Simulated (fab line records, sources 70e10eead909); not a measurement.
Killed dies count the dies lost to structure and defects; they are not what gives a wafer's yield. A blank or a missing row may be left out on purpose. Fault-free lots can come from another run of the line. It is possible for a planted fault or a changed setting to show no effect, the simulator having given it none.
Matching of chambers + flow nandHarc + 3 sister chambers for NHARC_A_CHANNEL_HOLE_D1_DEP_01 on pecvd-03
The step deposits SiON, target thk 140 nm. 6 wafers are shown with their chamber, then 11 later ones without.

WAFERS WITH THEIR CHAMBER
| wafer  | chamber | heaterPowerW (W) |
|--------|---------|------------------|
| L080.6 | 0       | 613              |
| L083.3 | 1       | 694              |
| L083.4 | 2       | 837              |
| L083.5 | 2       | 868              |
| L083.6 | 1       | 712              |
| L089.2 | 0       | 558              |

WAFERS WHOSE CHAMBER IS MISSING
| wafer  | heaterPowerW (W) |
|--------|------------------|
| L089.3 | 740              |
| L089.5 | 752              |
| L088.1 | 868              |
| L088.4 | 529              |
| L088.5 | 778              |
| L091.2 | 743              |
| L091.4 | 543              |
| L091.5 | 728              |
| L092.2 | 516              |
| L092.5 | 773              |
| L092.6 | 859              |

CHAMBER TAKEN BY EACH
| wafer  | from the rows above     | in truth                   |
|--------|-------------------------|----------------------------|
| L089.3 | 1                       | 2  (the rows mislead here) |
| L089.5 | can't be placed: 1 or 2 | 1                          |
| L088.1 | 2                       | 2                          |
| L088.4 | 0                       | 0                          |
| L088.5 | can't be placed: 2 or 1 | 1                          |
| L091.2 | 1                       | 1                          |
| L091.4 | 0                       | 0                          |
| L091.5 | 1                       | 1                          |
| L092.2 | 0                       | 0                          |
| L092.5 | can't be placed: 1 or 2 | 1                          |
| L092.6 | 2                       | 2                          |
Correctly placed: 7 of 11. Cannot be placed on the basis of these rows: 3; the candidates contain the true chamber in 3. Number placed wrongly: 1.
How it was worked out, from the rows above alone: a wafer's distance from a chamber is the root of the sum, over the readings, of the square of ((its reading less the chamber's mean) divided by the reading's scatter). If the next closest chamber is less than 2 further off than the closest, the wafer can't be placed; otherwise it belongs to the closest. For every chamber, the mean is computed from those of its wafers that are shown. The scatter: the root of (the sum of the squares of (reading less its chamber's mean) over the shown wafers, divided by (wafers less chambers)).
